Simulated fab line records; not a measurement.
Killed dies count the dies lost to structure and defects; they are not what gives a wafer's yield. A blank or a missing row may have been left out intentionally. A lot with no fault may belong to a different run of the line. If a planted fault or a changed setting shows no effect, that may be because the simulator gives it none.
Chamber matching / flow n5_finfet / N5_DUMMY_GATE_STRIP_40 on rie_diel-06: 4 sister chambers
The step strips in CF4. 7 wafers are shown with their chamber, then 9 later ones without.

WAFERS, EACH WITH ITS CHAMBER
wafer=L083.5; chamber=3; showerhead_plenum_p_Torr (Torr)=1.83; oes_product_au (a.u.)=0.85
wafer=L089.2; chamber=2; showerhead_plenum_p_Torr (Torr)=1.73; oes_product_au (a.u.)=0.78
wafer=L089.4; chamber=3; showerhead_plenum_p_Torr (Torr)=1.82; oes_product_au (a.u.)=0.85
wafer=L089.5; chamber=1; showerhead_plenum_p_Torr (Torr)=1.84; oes_product_au (a.u.)=0.69
wafer=L091.1; chamber=2; showerhead_plenum_p_Torr (Torr)=1.73; oes_product_au (a.u.)=0.77
wafer=L091.3; chamber=1; showerhead_plenum_p_Torr (Torr)=1.84; oes_product_au (a.u.)=0.69
wafer=L091.4; chamber=0; showerhead_plenum_p_Torr (Torr)=1.85; oes_product_au (a.u.)=0.70

WAFERS WITHOUT THEIR CHAMBER
wafer=L092.2; showerhead_plenum_p_Torr (Torr)=1.85; oes_product_au (a.u.)=0.70
wafer=L092.3; showerhead_plenum_p_Torr (Torr)=1.73; oes_product_au (a.u.)=0.78
wafer=L092.4; showerhead_plenum_p_Torr (Torr)=1.84; oes_product_au (a.u.)=0.68
wafer=L093.3; showerhead_plenum_p_Torr (Torr)=1.84; oes_product_au (a.u.)=0.68
wafer=L093.5; showerhead_plenum_p_Torr (Torr)=1.84; oes_product_au (a.u.)=0.68
wafer=L093.6; showerhead_plenum_p_Torr (Torr)=1.73; oes_product_au (a.u.)=0.76
wafer=L095.1; showerhead_plenum_p_Torr (Torr)=1.73; oes_product_au (a.u.)=0.77
wafer=L095.4; showerhead_plenum_p_Torr (Torr)=1.83; oes_product_au (a.u.)=0.68
wafer=L095.6; showerhead_plenum_p_Torr (Torr)=1.82; oes_product_au (a.u.)=0.83

THE CHAMBER EACH PASSED THROUGH
wafer=L092.2; from the rows above=0; in truth=0
wafer=L092.3; from the rows above=2; in truth=2
wafer=L092.4; from the rows above=1; in truth=1
wafer=L093.3; from the rows above=1; in truth=1
wafer=L093.5; from the rows above=1; in truth=1
wafer=L093.6; from the rows above=2; in truth=2
wafer=L095.1; from the rows above=2; in truth=2
wafer=L095.4; from the rows above=1; in truth=1
wafer=L095.6; from the rows above=3; in truth=3
9 of 9 placed correctly. Left unplaced by these rows: 0. 0 placed wrongly.
How it was worked out, from the rows above alone: a wafer's distance from a chamber is the root of the sum, over the readings, of the square of ((its reading less the chamber's mean) divided by the reading's scatter). If the next closest chamber is less than 2 further off than the closest, the wafer can't be placed; otherwise it belongs to the closest. A chamber's mean is the mean of its shown wafers. How the scatter is found: for the shown wafers, subtract from each reading the mean of its chamber, square and add these, divide the total by (wafers less chambers), then take the root.
